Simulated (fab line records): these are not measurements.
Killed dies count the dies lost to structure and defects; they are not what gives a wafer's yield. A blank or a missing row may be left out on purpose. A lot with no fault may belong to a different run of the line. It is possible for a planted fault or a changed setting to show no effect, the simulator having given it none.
The tool behind it: which one? || flow n5-finfet || Sampling: 24 lots, 72 wafers, 6 of 1938 route steps

WHAT THE GAUGES READ, wafer by wafer
N5_BEOL_M1_CD_MEAS_18: pitch 36 nm, target cd 18 nm.
{"lot": "L074", "measured": "day 6 04:50", "on": "cd-sem-02", "cd-nm (nm)": "17.75 17.83 18.27"}
{"lot": "L075", "measured": "day 6 10:23", "on": "cd-sem-01", "cd-nm (nm)": "18.01 17.95 17.34"}
{"lot": "L076", "measured": "day 6 14:11", "on": "cd-sem-03", "cd-nm (nm)": "18.12 18.31 17.29"}
{"lot": "L077", "measured": "day 7 04:04", "on": "cd-sem-03", "cd-nm (nm)": "17.25 17.71 18.12"}
{"lot": "L078", "measured": "day 7 05:06", "on": "cd-sem-03", "cd-nm (nm)": "17.65 17.59 18.06"}
{"lot": "L079", "measured": "day 7 12:43", "on": "cd-sem-02", "cd-nm (nm)": "17.69 18.30 17.61"}
{"lot": "L080", "measured": "day 7 18:14", "on": "cd-sem-02", "cd-nm (nm)": "18.05 18.01 17.67"}
{"lot": "L081", "measured": "day 8 00:12", "on": "cd-sem-03", "cd-nm (nm)": "18.16 17.62 17.99"}
{"lot": "L082", "measured": "day 8 00:49", "on": "cd-sem-01", "cd-nm (nm)": "18.03 18.28 18.17"}
{"lot": "L083", "measured": "day 8 15:42", "on": "cd-sem-02", "cd-nm (nm)": "17.71 17.94 17.91"}
{"lot": "L084", "measured": "day 8 15:53", "on": "cd-sem-02", "cd-nm (nm)": "17.50 18.02 17.90"}
{"lot": "L085", "measured": "day 8 22:32", "on": "cd-sem-01", "cd-nm (nm)": "17.48 17.65 17.26"}
{"lot": "L086", "measured": "day 9 09:20", "on": "cd-sem-02", "cd-nm (nm)": "18.17 18.12 18.03"}
{"lot": "L087", "measured": "day 9 09:26", "on": "cd-sem-01", "cd-nm (nm)": "18.60 18.18 18.17"}
{"lot": "L088", "measured": "day 9 16:04", "on": "cd-sem-02", "cd-nm (nm)": "17.98 17.78 17.62"}
{"lot": "L090", "measured": "day 10 07:33", "on": "cd-sem-01", "cd-nm (nm)": "17.32 17.64 17.57"}
{"lot": "L091", "measured": "day 10 11:58", "on": "cd-sem-02", "cd-nm (nm)": "18.17 18.55 17.90"}
{"lot": "L089", "measured": "day 10 12:22", "on": "cd-sem-01", "cd-nm (nm)": "18.30 18.49 18.20"}
{"lot": "L092", "measured": "day 10 18:31", "on": "cd-sem-03", "cd-nm (nm)": "17.83 18.20 17.60"}
{"lot": "L093", "measured": "day 10 22:11", "on": "cd-sem-01", "cd-nm (nm)": "17.49 17.82 17.93"}
{"lot": "L094", "measured": "day 11 04:56", "on": "cd-sem-03", "cd-nm (nm)": "18.14 18.27 17.69"}
{"lot": "L095", "measured": "day 11 13:19", "on": "cd-sem-01", "cd-nm (nm)": "18.01 18.19 18.09"}
{"lot": "L096", "measured": "day 11 22:44", "on": "cd-sem-03", "cd-nm (nm)": "18.36 18.12 17.97"}
{"lot": "L097", "measured": "day 11 23:11", "on": "cd-sem-01", "cd-nm (nm)": "17.67 18.39 18.26"}

N5_BEOL_M1_THK_MEAS_53: measures by xrf.
{"lot": "L074", "measured": "day 6 11:57", "on": "film-metro-01", "M1_THK (nm)": "37.0 39.9 39.6"}
{"lot": "L075", "measured": "day 6 15:39", "on": "film-metro-02", "M1_THK (nm)": "40.4 39.4 38.1"}
{"lot": "L076", "measured": "day 7 02:40", "on": "film-metro-01", "M1_THK (nm)": "39.5 41.8 40.8"}
{"lot": "L077", "measured": "day 7 16:49", "on": "film-metro-01", "M1_THK (nm)": "40.1 41.2 41.2"}
{"lot": "L078", "measured": "day 7 19:58", "on": "film-metro-01", "M1_THK (nm)": "38.6 39.1 39.1"}
{"lot": "L079", "measured": "day 7 21:13", "on": "film-metro-01", "M1_THK (nm)": "36.2 39.6 37.3"}
{"lot": "L080", "measured": "day 7 23:31", "on": "film-metro-01", "M1_THK (nm)": "39.2 41.1 39.7"}
{"lot": "L081", "measured": "day 8 08:07", "on": "film-metro-02", "M1_THK (nm)": "39.0 40.6 40.1"}
{"lot": "L082", "measured": "day 8 11:59", "on": "film-metro-01", "M1_THK (nm)": "40.0 38.4 40.8"}
{"lot": "L083", "measured": "day 8 22:01", "on": "film-metro-01", "M1_THK (nm)": "36.3 39.0 37.7"}
{"lot": "L084", "measured": "day 8 21:44", "on": "film-metro-02", "M1_THK (nm)": "37.9 37.8 38.4"}
{"lot": "L085", "measured": "day 9 08:42", "on": "film-metro-01", "M1_THK (nm)": "37.0 38.4 39.3"}
{"lot": "L086", "measured": "day 9 15:40", "on": "film-metro-01", "M1_THK (nm)": "38.2 39.4 40.2"}
{"lot": "L087", "measured": "day 9 18:56", "on": "film-metro-02", "M1_THK (nm)": "38.3 37.8 40.5"}
{"lot": "L088", "measured": "day 10 00:28", "on": "film-metro-01", "M1_THK (nm)": "40.8 41.9 40.7"}
{"lot": "L090", "measured": "day 10 16:53", "on": "film-metro-02", "M1_THK (nm)": "36.9 37.9 39.5"}
{"lot": "L091", "measured": "day 10 21:43", "on": "film-metro-01", "M1_THK (nm)": "41.5 40.8 41.4"}
{"lot": "L089", "measured": "day 10 21:50", "on": "film-metro-02", "M1_THK (nm)": "38.5 40.0 38.4"}
{"lot": "L092", "measured": "day 11 01:16", "on": "film-metro-01", "M1_THK (nm)": "41.7 40.1 41.5"}
{"lot": "L093", "measured": "day 11 04:16", "on": "film-metro-02", "M1_THK (nm)": "40.9 40.0 41.2"}
{"lot": "L094", "measured": "day 11 16:38", "on": "film-metro-02", "M1_THK (nm)": "39.7 39.6 41.0"}
{"lot": "L095", "measured": "day 12 01:27", "on": "film-metro-02", "M1_THK (nm)": "37.3 41.5 39.6"}
{"lot": "L096", "measured": "day 12 04:42", "on": "film-metro-01", "M1_THK (nm)": "36.3 37.9 37.8"}
{"lot": "L097", "measured": "day 12 12:05", "on": "film-metro-02", "M1_THK (nm)": "37.0 37.2 39.4"}

N5_BEOL_M1_RS_MEAS_58: the measuring method here is four-point-probe.
{"lot": "L074", "measured": "day 6 12:13", "on": "film-metro-02", "M1_RS (ohm/sq)": "0.73 0.67 0.67"}
{"lot": "L075", "measured": "day 6 15:55", "on": "film-metro-01", "M1_RS (ohm/sq)": "0.64 0.67 0.70"}
{"lot": "L076", "measured": "day 7 02:55", "on": "film-metro-01", "M1_RS (ohm/sq)": "0.67 0.63 0.65"}
{"lot": "L077", "measured": "day 7 17:04", "on": "film-metro-02", "M1_RS (ohm/sq)": "0.66 0.64 0.64"}
{"lot": "L078", "measured": "day 7 20:14", "on": "film-metro-01", "M1_RS (ohm/sq)": "0.70 0.69 0.68"}
{"lot": "L079", "measured": "day 7 21:29", "on": "film-metro-01", "M1_RS (ohm/sq)": "0.75 0.66 0.72"}
{"lot": "L080", "measured": "day 7 23:47", "on": "film-metro-02", "M1_RS (ohm/sq)": "0.68 0.64 0.66"}
{"lot": "L081", "measured": "day 8 08:22", "on": "film-metro-01", "M1_RS (ohm/sq)": "0.68 0.64 0.65"}
{"lot": "L082", "measured": "day 8 12:14", "on": "film-metro-01", "M1_RS (ohm/sq)": "0.66 0.69 0.64"}
{"lot": "L083", "measured": "day 8 22:16", "on": "film-metro-02", "M1_RS (ohm/sq)": "0.76 0.69 0.72"}
{"lot": "L084", "measured": "day 8 22:00", "on": "film-metro-02", "M1_RS (ohm/sq)": "0.70 0.71 0.69"}
{"lot": "L085", "measured": "day 9 08:58", "on": "film-metro-02", "M1_RS (ohm/sq)": "0.73 0.70 0.67"}
{"lot": "L086", "measured": "day 9 15:55", "on": "film-metro-01", "M1_RS (ohm/sq)": "0.70 0.67 0.65"}
{"lot": "L087", "measured": "day 9 19:13", "on": "film-metro-02", "M1_RS (ohm/sq)": "0.69 0.71 0.64"}
{"lot": "L088", "measured": "day 10 00:46", "on": "film-metro-01", "M1_RS (ohm/sq)": "0.65 0.63 0.66"}
{"lot": "L090", "measured": "day 10 17:08", "on": "film-metro-02", "M1_RS (ohm/sq)": "0.72 0.70 0.66"}
{"lot": "L091", "measured": "day 10 21:59", "on": "film-metro-02", "M1_RS (ohm/sq)": "0.63 0.64 0.63"}
{"lot": "L089", "measured": "day 10 22:06", "on": "film-metro-01", "M1_RS (ohm/sq)": "0.69 0.65 0.69"}
{"lot": "L092", "measured": "day 11 01:31", "on": "film-metro-01", "M1_RS (ohm/sq)": "0.64 0.67 0.64"}
{"lot": "L093", "measured": "day 11 04:31", "on": "film-metro-01", "M1_RS (ohm/sq)": "0.63 0.66 0.63"}
{"lot": "L094", "measured": "day 11 16:53", "on": "film-metro-02", "M1_RS (ohm/sq)": "0.66 0.66 0.63"}
{"lot": "L095", "measured": "day 12 01:43", "on": "film-metro-01", "M1_RS (ohm/sq)": "0.70 0.62 0.66"}
{"lot": "L096", "measured": "day 12 04:59", "on": "film-metro-02", "M1_RS (ohm/sq)": "0.75 0.71 0.72"}
{"lot": "L097", "measured": "day 12 12:20", "on": "film-metro-01", "M1_RS (ohm/sq)": "0.72 0.71 0.66"}

EACH LOT AND THE TOOL THAT RAN IT (in order: tool; ch and the chambers of the sampled wafers; start)
{"lot": "L074", "N5_BEOL_M0_ANNEAL_133": "pvd-sputter-01, day 6 00:20", "N5_BEOL_M1_ANNEAL_80": "pvd-sputter-02, day 6 09:31", "N5_BEOL_M1_DEP_57": "pecvd-02 ch 1,2, day 6 12:09"}
{"lot": "L075", "N5_BEOL_M0_ANNEAL_133": "pvd-sputter-01, day 6 07:47", "N5_BEOL_M1_ANNEAL_80": "pvd-sputter-03, day 6 13:25", "N5_BEOL_M1_DEP_57": "pecvd-02 ch 0,1,2, day 6 15:51"}
{"lot": "L076", "N5_BEOL_M0_ANNEAL_133": "pvd-sputter-02, day 6 11:20", "N5_BEOL_M1_ANNEAL_80": "pvd-sputter-01, day 7 00:25", "N5_BEOL_M1_DEP_57": "pecvd-02 ch 1,2, day 7 02:51"}
{"lot": "L077", "N5_BEOL_M0_ANNEAL_133": "pvd-sputter-02, day 6 20:21", "N5_BEOL_M1_ANNEAL_80": "pvd-sputter-02, day 7 11:57", "N5_BEOL_M1_DEP_57": "pecvd-02 ch 0,1,2, day 7 17:01"}
{"lot": "L078", "N5_BEOL_M0_ANNEAL_133": "pvd-sputter-02, day 7 01:52", "N5_BEOL_M1_ANNEAL_80": "pvd-sputter-02, day 7 16:39", "N5_BEOL_M1_DEP_57": "pecvd-03 ch 0,1,2, day 7 20:11"}
{"lot": "L079", "N5_BEOL_M0_ANNEAL_133": "pvd-sputter-03, day 7 09:28", "N5_BEOL_M1_ANNEAL_80": "pvd-sputter-02, day 7 18:42", "N5_BEOL_M1_DEP_57": "pecvd-01 ch 1,2, day 7 21:25"}
{"lot": "L080", "N5_BEOL_M0_ANNEAL_133": "pvd-sputter-03, day 7 12:23", "N5_BEOL_M1_ANNEAL_80": "pvd-sputter-02, day 7 20:59", "N5_BEOL_M1_DEP_57": "pecvd-02 ch 0,1,2, day 7 23:43"}
{"lot": "L081", "N5_BEOL_M0_ANNEAL_133": "pvd-sputter-01, day 7 20:58", "N5_BEOL_M1_ANNEAL_80": "pvd-sputter-01, day 8 05:52", "N5_BEOL_M1_DEP_57": "pecvd-01 ch 0,1, day 8 08:19"}
{"lot": "L082", "N5_BEOL_M0_ANNEAL_133": "pvd-sputter-03, day 7 21:58", "N5_BEOL_M1_ANNEAL_80": "pvd-sputter-02, day 8 09:42", "N5_BEOL_M1_DEP_57": "pecvd-03 ch 0,1,2, day 8 12:10"}
{"lot": "L083", "N5_BEOL_M0_ANNEAL_133": "pvd-sputter-01, day 8 11:19", "N5_BEOL_M1_ANNEAL_80": "pvd-sputter-03, day 8 19:44", "N5_BEOL_M1_DEP_57": "pecvd-02 ch 1,2, day 8 22:13"}
{"lot": "L084", "N5_BEOL_M0_ANNEAL_133": "pvd-sputter-02, day 8 11:26", "N5_BEOL_M1_ANNEAL_80": "pvd-sputter-02, day 8 19:30", "N5_BEOL_M1_DEP_57": "pecvd-02 ch 0,2, day 8 21:56"}
{"lot": "L085", "N5_BEOL_M0_ANNEAL_133": "pvd-sputter-02, day 8 18:44", "N5_BEOL_M1_ANNEAL_80": "pvd-sputter-02, day 9 06:27", "N5_BEOL_M1_DEP_57": "pecvd-02 ch 0,1,2, day 9 08:53"}
{"lot": "L086", "N5_BEOL_M0_ANNEAL_133": "pvd-sputter-02, day 9 05:14", "N5_BEOL_M1_ANNEAL_80": "pvd-sputter-01, day 9 13:20", "N5_BEOL_M1_DEP_57": "pecvd-01 ch 0,2, day 9 15:51"}
{"lot": "L087", "N5_BEOL_M0_ANNEAL_133": "pvd-sputter-01, day 9 05:26", "N5_BEOL_M1_ANNEAL_80": "pvd-sputter-02, day 9 16:40", "N5_BEOL_M1_DEP_57": "pecvd-02 ch 0,1, day 9 19:08"}
{"lot": "L088", "N5_BEOL_M0_ANNEAL_133": "pvd-sputter-01, day 9 11:46", "N5_BEOL_M1_ANNEAL_80": "pvd-sputter-03, day 9 22:14", "N5_BEOL_M1_DEP_57": "pecvd-02 ch 0,1, day 10 00:41"}
{"lot": "L090", "N5_BEOL_M0_ANNEAL_133": "pvd-sputter-01, day 10 04:57", "N5_BEOL_M1_ANNEAL_80": "pvd-sputter-02, day 10 14:38", "N5_BEOL_M1_DEP_57": "pecvd-01 ch 0,1, day 10 17:04"}
{"lot": "L091", "N5_BEOL_M0_ANNEAL_133": "pvd-sputter-02, day 10 06:37", "N5_BEOL_M1_ANNEAL_80": "pvd-sputter-03, day 10 19:23", "N5_BEOL_M1_DEP_57": "pecvd-02 ch 0,1,2, day 10 21:55"}
{"lot": "L089", "N5_BEOL_M0_ANNEAL_133": "pvd-sputter-02, day 10 07:08", "N5_BEOL_M1_ANNEAL_80": "pvd-sputter-02, day 10 19:31", "N5_BEOL_M1_DEP_57": "pecvd-03 ch 0,1, day 10 22:02"}
{"lot": "L092", "N5_BEOL_M0_ANNEAL_133": "pvd-sputter-01, day 10 13:02", "N5_BEOL_M1_ANNEAL_80": "pvd-sputter-02, day 10 23:01", "N5_BEOL_M1_DEP_57": "pecvd-02 ch 0,1,2, day 11 01:27"}
{"lot": "L093", "N5_BEOL_M0_ANNEAL_133": "pvd-sputter-03, day 10 18:43", "N5_BEOL_M1_ANNEAL_80": "pvd-sputter-02, day 11 02:01", "N5_BEOL_M1_DEP_57": "pecvd-02 ch 0,1,2, day 11 04:27"}
{"lot": "L094", "N5_BEOL_M0_ANNEAL_133": "pvd-sputter-02, day 11 00:57", "N5_BEOL_M1_ANNEAL_80": "pvd-sputter-03, day 11 14:11", "N5_BEOL_M1_DEP_57": "pecvd-03 ch 0,2, day 11 16:50"}
{"lot": "L095", "N5_BEOL_M0_ANNEAL_133": "pvd-sputter-03, day 11 07:14", "N5_BEOL_M1_ANNEAL_80": "pvd-sputter-03, day 11 23:12", "N5_BEOL_M1_DEP_57": "pecvd-02 ch 0,1, day 12 01:38"}
{"lot": "L096", "N5_BEOL_M0_ANNEAL_133": "pvd-sputter-02, day 11 18:26", "N5_BEOL_M1_ANNEAL_80": "pvd-sputter-01, day 12 02:22", "N5_BEOL_M1_DEP_57": "pecvd-02 ch 0,1,2, day 12 04:54"}
{"lot": "L097", "N5_BEOL_M0_ANNEAL_133": "pvd-sputter-03, day 11 19:54", "N5_BEOL_M1_ANNEAL_80": "pvd-sputter-03, day 12 09:50", "N5_BEOL_M1_DEP_57": "pecvd-03 ch 1,2, day 12 12:17"}
- N5_BEOL_M0_ANNEAL_133: time 60 s.
- N5_BEOL_M1_ANNEAL_80: time 240 s.
- N5_BEOL_M1_DEP_57: deposits SiCN from 3MS/NH3, target thk 8 nm, time 14 s.

WHAT THE TOOLS THEMSELVES READ (means of the sampled wafers that have a number; where no wafer has one, the mark that the record gives instead)
N5_BEOL_M0_ANNEAL_133.
{"lot": "L074", "tool": "pvd-sputter-01", "heater-power-w (W)": 810}
{"lot": "L075", "tool": "pvd-sputter-01", "heater-power-w (W)": 893}
{"lot": "L076", "tool": "pvd-sputter-02", "heater-power-w (W)": 805}
{"lot": "L077", "tool": "pvd-sputter-02", "heater-power-w (W)": 835}
{"lot": "L078", "tool": "pvd-sputter-02", "heater-power-w (W)": 769}
{"lot": "L079", "tool": "pvd-sputter-03", "heater-power-w (W)": 888}
{"lot": "L080", "tool": "pvd-sputter-03", "heater-power-w (W)": 776}
{"lot": "L081", "tool": "pvd-sputter-01", "heater-power-w (W)": 801}
{"lot": "L082", "tool": "pvd-sputter-03", "heater-power-w (W)": 907}
{"lot": "L083", "tool": "pvd-sputter-01", "heater-power-w (W)": 806}
{"lot": "L084", "tool": "pvd-sputter-02", "heater-power-w (W)": 868}
{"lot": "L085", "tool": "pvd-sputter-02", "heater-power-w (W)": 861}
{"lot": "L086", "tool": "pvd-sputter-02", "heater-power-w (W)": 853}
{"lot": "L087", "tool": "pvd-sputter-01", "heater-power-w (W)": 695}
{"lot": "L088", "tool": "pvd-sputter-01", "heater-power-w (W)": 892}
{"lot": "L090", "tool": "pvd-sputter-01", "heater-power-w (W)": 800}
{"lot": "L091", "tool": "pvd-sputter-02", "heater-power-w (W)": 803}
{"lot": "L089", "tool": "pvd-sputter-02", "heater-power-w (W)": 818}
{"lot": "L092", "tool": "pvd-sputter-01", "heater-power-w (W)": 810}
{"lot": "L093", "tool": "pvd-sputter-03", "heater-power-w (W)": 837}
{"lot": "L094", "tool": "pvd-sputter-02", "heater-power-w (W)": 868}
{"lot": "L095", "tool": "pvd-sputter-03", "heater-power-w (W)": 922}
{"lot": "L096", "tool": "pvd-sputter-02", "heater-power-w (W)": 786}
{"lot": "L097", "tool": "pvd-sputter-03", "heater-power-w (W)": 832}

N5_BEOL_M1_ANNEAL_80.
{"lot": "L074", "tool": "pvd-sputter-02", "heater-power-w (W)": 793}
{"lot": "L075", "tool": "pvd-sputter-03", "heater-power-w (W)": 842}
{"lot": "L076", "tool": "pvd-sputter-01", "heater-power-w (W)": 804}
{"lot": "L077", "tool": "pvd-sputter-02", "heater-power-w (W)": 837}
{"lot": "L078", "tool": "pvd-sputter-02", "heater-power-w (W)": 857}
{"lot": "L079", "tool": "pvd-sputter-02", "heater-power-w (W)": 782}
{"lot": "L080", "tool": "pvd-sputter-02", "heater-power-w (W)": 921}
{"lot": "L081", "tool": "pvd-sputter-01", "heater-power-w (W)": 809}
{"lot": "L082", "tool": "pvd-sputter-02", "heater-power-w (W)": 875}
{"lot": "L083", "tool": "pvd-sputter-03", "heater-power-w (W)": 865}
{"lot": "L084", "tool": "pvd-sputter-02", "heater-power-w (W)": 901}
{"lot": "L085", "tool": "pvd-sputter-02", "heater-power-w (W)": 804}
{"lot": "L086", "tool": "pvd-sputter-01", "heater-power-w (W)": 833}
{"lot": "L087", "tool": "pvd-sputter-02", "heater-power-w (W)": 861}
{"lot": "L088", "tool": "pvd-sputter-03", "heater-power-w (W)": 906}
{"lot": "L090", "tool": "pvd-sputter-02", "heater-power-w (W)": 733}
{"lot": "L091", "tool": "pvd-sputter-03", "heater-power-w (W)": 821}
{"lot": "L089", "tool": "pvd-sputter-02", "heater-power-w (W)": 829}
{"lot": "L092", "tool": "pvd-sputter-02", "heater-power-w (W)": 867}
{"lot": "L093", "tool": "pvd-sputter-02", "heater-power-w (W)": 849}
{"lot": "L094", "tool": "pvd-sputter-03", "heater-power-w (W)": 860}
{"lot": "L095", "tool": "pvd-sputter-03", "heater-power-w (W)": 815}
{"lot": "L096", "tool": "pvd-sputter-01", "heater-power-w (W)": 878}
{"lot": "L097", "tool": "pvd-sputter-03", "heater-power-w (W)": 838}

N5_BEOL_M1_DEP_57.
{"lot": "L074", "tool": "pecvd-02", "showerhead-plenum-p-Torr (Torr)": 3.656, "showerhead-vpp-V (V)": 877, "throttle-valve-pct (%)": 9.2}
{"lot": "L075", "tool": "pecvd-02", "showerhead-plenum-p-Torr (Torr)": 3.655, "showerhead-vpp-V (V)": 870, "throttle-valve-pct (%)": 9.2}
{"lot": "L076", "tool": "pecvd-02", "showerhead-plenum-p-Torr (Torr)": 3.661, "showerhead-vpp-V (V)": 888, "throttle-valve-pct (%)": 9.1}
{"lot": "L077", "tool": "pecvd-02", "showerhead-plenum-p-Torr (Torr)": 3.655, "showerhead-vpp-V (V)": 862, "throttle-valve-pct (%)": 9.1}
{"lot": "L078", "tool": "pecvd-03", "showerhead-plenum-p-Torr (Torr)": 3.672, "showerhead-vpp-V (V)": 922, "throttle-valve-pct (%)": 8.8}
{"lot": "L079", "tool": "pecvd-01", "showerhead-plenum-p-Torr (Torr)": 3.661, "showerhead-vpp-V (V)": 891, "throttle-valve-pct (%)": 8.9}
{"lot": "L080", "tool": "pecvd-02", "showerhead-plenum-p-Torr (Torr)": 3.653, "showerhead-vpp-V (V)": 872, "throttle-valve-pct (%)": 9.3}
{"lot": "L081", "tool": "pecvd-01", "showerhead-plenum-p-Torr (Torr)": 3.649, "showerhead-vpp-V (V)": 893, "throttle-valve-pct (%)": 9.4}
{"lot": "L082", "tool": "pecvd-03", "showerhead-plenum-p-Torr (Torr)": 3.673, "showerhead-vpp-V (V)": 927, "throttle-valve-pct (%)": 8.6}
{"lot": "L083", "tool": "pecvd-02", "showerhead-plenum-p-Torr (Torr)": 3.657, "showerhead-vpp-V (V)": 887, "throttle-valve-pct (%)": 9.2}
{"lot": "L084", "tool": "pecvd-02", "showerhead-plenum-p-Torr (Torr)": 3.655, "showerhead-vpp-V (V)": 846, "throttle-valve-pct (%)": 9.1}
{"lot": "L085", "tool": "pecvd-02", "showerhead-plenum-p-Torr (Torr)": 3.659, "showerhead-vpp-V (V)": 867, "throttle-valve-pct (%)": 9.2}
{"lot": "L086", "tool": "pecvd-01", "showerhead-plenum-p-Torr (Torr)": 3.667, "showerhead-vpp-V (V)": 907, "throttle-valve-pct (%)": 9.1}
{"lot": "L087", "tool": "pecvd-02", "showerhead-plenum-p-Torr (Torr)": 3.662, "showerhead-vpp-V (V)": 850, "throttle-valve-pct (%)": 9.2}
{"lot": "L088", "tool": "pecvd-02", "showerhead-plenum-p-Torr (Torr)": 3.663, "showerhead-vpp-V (V)": 852, "throttle-valve-pct (%)": 9.2}
{"lot": "L090", "tool": "pecvd-01", "showerhead-plenum-p-Torr (Torr)": 3.656, "showerhead-vpp-V (V)": 885, "throttle-valve-pct (%)": 9.5}
{"lot": "L091", "tool": "pecvd-02", "showerhead-plenum-p-Torr (Torr)": 3.654, "showerhead-vpp-V (V)": 862, "throttle-valve-pct (%)": 9.0}
{"lot": "L089", "tool": "pecvd-03", "showerhead-plenum-p-Torr (Torr)": 3.682, "showerhead-vpp-V (V)": 886, "throttle-valve-pct (%)": 8.9}
{"lot": "L092", "tool": "pecvd-02", "showerhead-plenum-p-Torr (Torr)": 3.652, "showerhead-vpp-V (V)": 861, "throttle-valve-pct (%)": 8.9}
{"lot": "L093", "tool": "pecvd-02", "showerhead-plenum-p-Torr (Torr)": 3.657, "showerhead-vpp-V (V)": 867, "throttle-valve-pct (%)": 9.0}
{"lot": "L094", "tool": "pecvd-03", "showerhead-plenum-p-Torr (Torr)": 3.669, "showerhead-vpp-V (V)": 909, "throttle-valve-pct (%)": 8.5}
{"lot": "L095", "tool": "pecvd-02", "showerhead-plenum-p-Torr (Torr)": 3.663, "showerhead-vpp-V (V)": 848, "throttle-valve-pct (%)": 9.2}
{"lot": "L096", "tool": "pecvd-02", "showerhead-plenum-p-Torr (Torr)": 3.658, "showerhead-vpp-V (V)": 855, "throttle-valve-pct (%)": 8.9}
{"lot": "L097", "tool": "pecvd-03", "showerhead-plenum-p-Torr (Torr)": 3.675, "showerhead-vpp-V (V)": 928, "throttle-valve-pct (%)": 8.6}

THE ANSWER, worked out from the rows above alone
Rule: usual is defined by the lots themselves. Put in order of their means at a reading, lots are off if they are a third of the lots or fewer, leave a main group of 4 or more, and stand apart from it by a gap of 3 or more times the standard deviation of the main group's means; of several such gaps the widest counts. A main group is skipped when, at the precision printed for the reading in the tables above, its means are all equal. Also off: a lot with no number at a reading for which 4 or more lots have one. The other lots that the step has rows for count as sound. The gauges are gone through in route order, then the tools' own readings, and for those a lot's mean is taken as printed above. The first step at which some lot is off is used, and at that step the reading that is off furthest; a lot without a number counts as furthest.
None of the lots is off at any reading shown; this tells nothing.

WHAT THE SIMULATOR HAD INSERTED
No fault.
